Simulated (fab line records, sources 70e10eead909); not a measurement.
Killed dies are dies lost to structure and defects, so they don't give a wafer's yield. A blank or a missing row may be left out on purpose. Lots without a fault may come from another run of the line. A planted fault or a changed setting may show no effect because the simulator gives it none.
Which tool did it? | flow nand_harc | 6 lots, 18 wafers sampled, at 3 steps of a route of 1302

WHAT THE GAUGES READ, wafer by wafer
NHARC_A_DECK1_JOINT_THK_MEAS_17: measures by ellipsometry.
lot  | measured     | on            | thk_nm (nm)
L396 | day 12 22:15 | film_metro-01 | 44.1 44.9 44.9
L399 | day 14 14:55 | film_metro-02 | 44.9 46.8 45.7
L403 | day 16 03:03 | film_metro-01 | 43.7 45.2 44.8
L411 | day 18 21:46 | film_metro-01 | 38.1 40.3 42.1
L415 | day 21 20:32 | film_metro-01 | 45.2 46.3 44.8
L417 | day 22 09:18 | film_metro-02 | 45.3 44.9 45.2

WHICH TOOL RAN EACH LOT (tool, then ch and the chambers of the sampled wafers, then the start)
lot  | NHARC_A_CHANNEL_FILL_D1_ETCHBACK_19 | NHARC_A_DECK1_JOINT_DEP_16
L396 | rie_si-06 ch 0,1, day 10 17:01      | pecvd-01 ch 0,1, day 12 22:00
L399 | rie_si-01 ch 1,2, day 12 05:59      | pecvd-03 ch 0,1, day 14 14:38
L403 | rie_si-06 ch 0,2,3, day 13 15:47    | pecvd-04 ch 0,2, day 16 02:44
L411 | rie_si-06 ch 0,1,2, day 16 14:35    | pecvd-01 ch 0,1,2, day 18 21:33
L415 | rie_si-04 ch 0,2,3, day 18 15:56    | pecvd-03 ch 0,2, day 21 20:17
L417 | rie_si-04 ch 0,3, day 19 19:10      | pecvd-04 ch 0,2, day 22 09:04
- NHARC_A_CHANNEL_FILL_D1_ETCHBACK_19: etches the open film in HBr/Cl2, target depth 5 nm, time 1.7 s.
- NHARC_A_DECK1_JOINT_DEP_16: deposits SiO2, target thk 45 nm.

THE ANSWER, worked out from the rows above alone
Rule: what is usual is taken from the lots themselves. Put in order of their means at a reading, lots are off if they are a third of the lots or fewer, leave a main group of 4 or more, and stand apart from it by a gap of 3 or more times the standard deviation of the main group's means; of several such gaps the widest counts. A main group whose means are all the same, to the digits that the tables above print for the reading, isn't used. A lot without any number at a reading at which 4 lots or more have one is off too. The other lots that the step has rows for count as sound.
Off: L411, at NHARC_A_DECK1_JOINT_THK_MEAS_17 (thk_nm). The main group: mean 45.1 nm, standard deviation 0.47.
A tool fits if, at a process step before that reading, it ran every lot that is off, and no sound lot after the first of them. The gauges at NHARC_A_DECK1_JOINT_THK_MEAS_17 are tried like those tools. Can't be told from this: 2 tools fit, rie_si-06 at NHARC_A_CHANNEL_FILL_D1_ETCHBACK_19, pecvd-01 at NHARC_A_DECK1_JOINT_DEP_16.

WHAT THE SIMULATOR HAD PUT IN
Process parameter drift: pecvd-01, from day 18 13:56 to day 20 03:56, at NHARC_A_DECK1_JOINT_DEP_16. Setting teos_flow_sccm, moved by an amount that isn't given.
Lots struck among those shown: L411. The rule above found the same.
